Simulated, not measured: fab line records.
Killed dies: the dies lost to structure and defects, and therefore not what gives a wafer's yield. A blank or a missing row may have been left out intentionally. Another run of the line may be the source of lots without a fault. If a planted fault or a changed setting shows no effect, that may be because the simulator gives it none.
A lot that was struck, set against a sound lot | flow n5 finfet | 25 steps out of a route of 1938
Sound: the wafers L933.2, L933.4, L933.6. Wafers struck: L925.3, L925.5, L925.6. The cause is named last.
At each step with rows: each side's tool, then ch and its chambers, then its first start. Under that, the readings that differ: sound wafers | struck wafers | difference of the means | sigmas: that difference in standard deviations of wafers without a fault.
alike: same words and numbers on both sides, and readings whose means sit less than 2 such deviations apart. not compared: any withheld reading, any reading some wafer has no value for, any bound like >300 that may hide the same value, and any number with overlapping values for which the record gives no deviation.
A row with sigmas, a row that says differs or no value, or rows on one side alone: a step with any of these is where the two part. Non-overlapping numbers with no deviation appear without sigmas and do not part them. Lack of a reading on every wafer of one side parts them only where that side has two or more wafers.

first, 8 steps without rows for these wafers: N5_BEOL_M7_DEVELOP_10 (develop time 30 s); N5_BEOL_M7_DESCUM_16 (chemistry O2, time 7.9 s); N5_BEOL_M7_ETCH_61 (etches SiARC in CF4, target depth 45.5 nm, time 75.8 s); N5_BEOL_M7_ETCH_62 (etches SOC in N2/H2, target depth 110 nm, overetch 22 nm, time 165 s); N5_BEOL_M7_STRIP_68 (strips in N2/H2); N5_BEOL_M7_STRIP_67 (strips in CF4); N5_BEOL_M7_HM_OPEN_17 (chemistry Cl2/BCl3, target TiN, target depth 20 nm, overetch 6 nm); N5_BEOL_M7_STRIP_19 (strips in O2).
N5_BEOL_M7_COAT_63: time 60 s, resist thk 60 nm.
  sound on litho track-01 ch 0, day 15 07:04; struck on litho track-02 ch 0, day 13 16:37
  reading                                  | sound                | struck               | difference | sigmas
  spin speed rpm (rpm)                     | 1500.6 1501.0 1501.4 | 1602.7 1602.2 1603.1 | +101.7     | +99 or more
  model.SOC_of_BEOL_M7_COAT_63.thk nm (nm) | 60.2 60.2 60         | 58 58 58             | -2         |
then, 11 steps without rows for these wafers: N5_BEOL_M7_COAT_64 (time 60 s, resist thk 12 nm); N5_BEOL_M7_COAT_71 (time 60 s, resist thk 5 nm); N5_BEOL_M7_COAT_22 (resist thk 30 nm); N5_BEOL_M7_EBR_24; N5_BEOL_M7_SOFTBAKE_23 (time 60 s); N5_BEOL_M7_EXPOSE_25 (exposes mask V6, target cd 40 nm); N5_BEOL_M7_PEB_26 (peb time 60 s); N5_BEOL_M7_DEVELOP_27 (develop time 30 s); N5_BEOL_M7_DESCUM_33 (chemistry O2, time 7 s); N5_BEOL_M7_ETCH_72 (etches underlayer in N2/H2, target depth 6.5 nm, time 5.2 s); N5_BEOL_M7_ETCH_65 (etches SiARC in CF4, target depth 15.6 nm, time 26 s).
N5_BEOL_M7_ETCH_66: etches SOC in N2/H2, target depth 80 nm, overetch 16 nm, time 120 s.
  sound on rie diel-01 ch 1,2,3, day 15 07:32; struck on rie diel-06 ch 0,2,3, day 13 17:46
  reading                  | sound         | struck            | difference | sigmas
  model.etch.depth nm (nm) | 60.2 60.18 60 | 57.99 57.98 57.98 | -2.14      |
  alike: bias w, chamber pressure mTorr, drypump motor current A, h2 flow sccm, oes product au, rf vpp V, showerhead plenum p Torr, throttle valve pct
  not compared: rf hours counter h
then, 2 steps without rows for these wafers: N5_BEOL_M7_STRIP_69 (strips in N2/H2); N5_BEOL_M7_STRIP_73 (strips in N2/H2).
N5_BEOL_M7_VIA_ETCH_34: etches SiCOH lowk in C4F6/O2, target depth 125.5 nm, time 50.5 s.
  sound on rie diel-01 ch 1,2,3, day 15 07:38; struck on rie diel-06 ch 0,2,3, day 13 17:52
  reading                                  | sound      | struck       | difference | sigmas
  model.SOC_of_BEOL_M7_COAT_63.thk nm (nm) | 54 54 53.8 | 52 52.2 52.2 | -2         |
  alike: bias w, chamber pressure mTorr, drypump motor current A, oes product au, rf vpp V, showerhead plenum p Torr, throttle valve pct
  not compared: rf hours counter h
then, 1 step without rows for these wafers: N5_BEOL_M7_STRIP_76 (strips in C4F6/O2).

## WHERE THEY PART
Only at N5_BEOL_M7_COAT_63, within this record. Later steps at which nothing parts them and some readings are alike: N5_BEOL_M7_ETCH_66, N5_BEOL_M7_VIA_ETCH_34.

WHY: whatever the simulator had introduced
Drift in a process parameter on litho track-02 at N5_BEOL_M7_COAT_63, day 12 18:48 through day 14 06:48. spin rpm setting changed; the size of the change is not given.
